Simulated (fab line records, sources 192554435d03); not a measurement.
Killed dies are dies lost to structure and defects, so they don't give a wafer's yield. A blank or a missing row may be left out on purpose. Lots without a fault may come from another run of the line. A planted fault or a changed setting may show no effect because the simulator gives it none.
Which tool did it? | flow n5_finfet | 12 lots, 36 wafers sampled, at 4 steps of a route of 1938

WHAT THE GAUGES READ, wafer by wafer
N5_DUMMY_GATE_CD_MEAS_15: target cd 25.8 nm.
lot  | measured    | on        | cd_nm (nm)
L075 | day 3 02:29 | cd_sem-02 | 24.97 24.62 25.21
L077 | day 3 14:55 | cd_sem-02 | 25.11 25.12 25.37
L079 | day 4 03:23 | cd_sem-02 | 24.84 24.88 24.74
L081 | day 4 15:44 | cd_sem-01 | 24.97 24.68 25.11
L083 | day 5 05:34 | cd_sem-02 | 25.05 24.95 24.50
L085 | day 5 19:42 | cd_sem-01 | 24.99 25.32 25.02
L087 | day 6 04:25 | cd_sem-03 | 24.82 24.63 24.61
L089 | day 6 17:38 | cd_sem-03 | 24.69 24.98 24.88
L091 | day 7 08:35 | cd_sem-01 | 25.02 24.99 24.47
L093 | day 7 20:10 | cd_sem-03 | 25.13 25.01 25.27
L095 | day 8 04:29 | cd_sem-03 | 24.80 24.95 24.77
L097 | day 8 17:51 | cd_sem-02 | 24.95 24.75 24.81

WHICH TOOL RAN EACH LOT (tool, then ch and the chambers of the sampled wafers, then the start)
lot  | N5_FIN_CUT_ETCH_21                | N5_STI_FIN_REVEAL_DENSIFY_30    | N5_STI_FIN_REVEAL_OXIDATION_31
L075 | rie_diel-05 ch 1,2, day 2 08:08   | rtp_anneal-01 ch 0, day 2 14:24 | plasma_asher-02 ch 0,1, day 2 17:15
L077 | rie_diel-02 ch 0,2,3, day 2 20:25 | rtp_anneal-02 ch 0, day 3 02:57 | plasma_asher-02 ch 0,1, day 3 05:39
L079 | rie_diel-06 ch 0,2,3, day 3 09:01 | rtp_anneal-02 ch 0, day 3 15:19 | plasma_asher-01 ch 0,1, day 3 18:13
L081 | rie_diel-05 ch 1,2, day 3 21:22   | rtp_anneal-02 ch 0, day 4 03:50 | plasma_asher-02 ch 0,1, day 4 06:28
L083 | rie_diel-06 ch 0,1, day 4 10:13   | rtp_anneal-02 ch 0, day 4 17:16 | plasma_asher-02 ch 0,1, day 4 19:53
L085 | rie_diel-02 ch 0,2, day 4 23:09   | rtp_anneal-02 ch 0, day 5 07:14 | plasma_asher-01 ch 0,1, day 5 10:00
L087 | rie_diel-06 ch 1,2, day 5 08:49   | rtp_anneal-01 ch 0, day 5 16:43 | plasma_asher-01 ch 0,1, day 5 19:19
L089 | rie_diel-06 ch 0,2,3, day 5 21:29 | rtp_anneal-01 ch 0, day 6 04:03 | plasma_asher-01 ch 0,1, day 6 06:42
L091 | rie_diel-02 ch 2,3, day 6 09:58   | rtp_anneal-02 ch 0, day 6 16:52 | plasma_asher-02 ch 0,1, day 6 19:34
L093 | rie_diel-05 ch 0,2,3, day 6 19:58 | rtp_anneal-01 ch 0, day 7 03:03 | plasma_asher-01 ch 0,1, day 7 05:40
L095 | rie_diel-02 ch 0,2,3, day 7 09:10 | rtp_anneal-01 ch 0, day 7 16:17 | plasma_asher-01 ch 0,1, day 7 18:57
L097 | rie_diel-02 ch 1,2, day 7 21:49   | rtp_anneal-02 ch 0, day 8 04:05 | plasma_asher-01 ch 0,1, day 8 06:44
- N5_FIN_CUT_ETCH_21: etches SOC in N2/H2, target depth 219 nm, overetch 43.8 nm, time 523.5 s.
- N5_STI_FIN_REVEAL_DENSIFY_30
- N5_STI_FIN_REVEAL_OXIDATION_31: chemistry O2 PLASMA REMOTE, time 20 s.

THE ANSWER, worked out from the rows above alone
Rule: what is usual is taken from the lots themselves. Put in order of their means at a reading, lots are off if they are a third of the lots or fewer, leave a main group of 4 or more, and stand apart from it by a gap of 3 or more times the standard deviation of the main group's means; of several such gaps the widest counts. A main group whose means are all the same, to the digits that the tables above print for the reading, isn't used. A lot without any number at a reading at which 4 lots or more have one is off too. The other lots that the step has rows for count as sound.
No lot is off at any reading shown: from this, nothing can be told.

WHAT THE SIMULATOR HAD PUT IN
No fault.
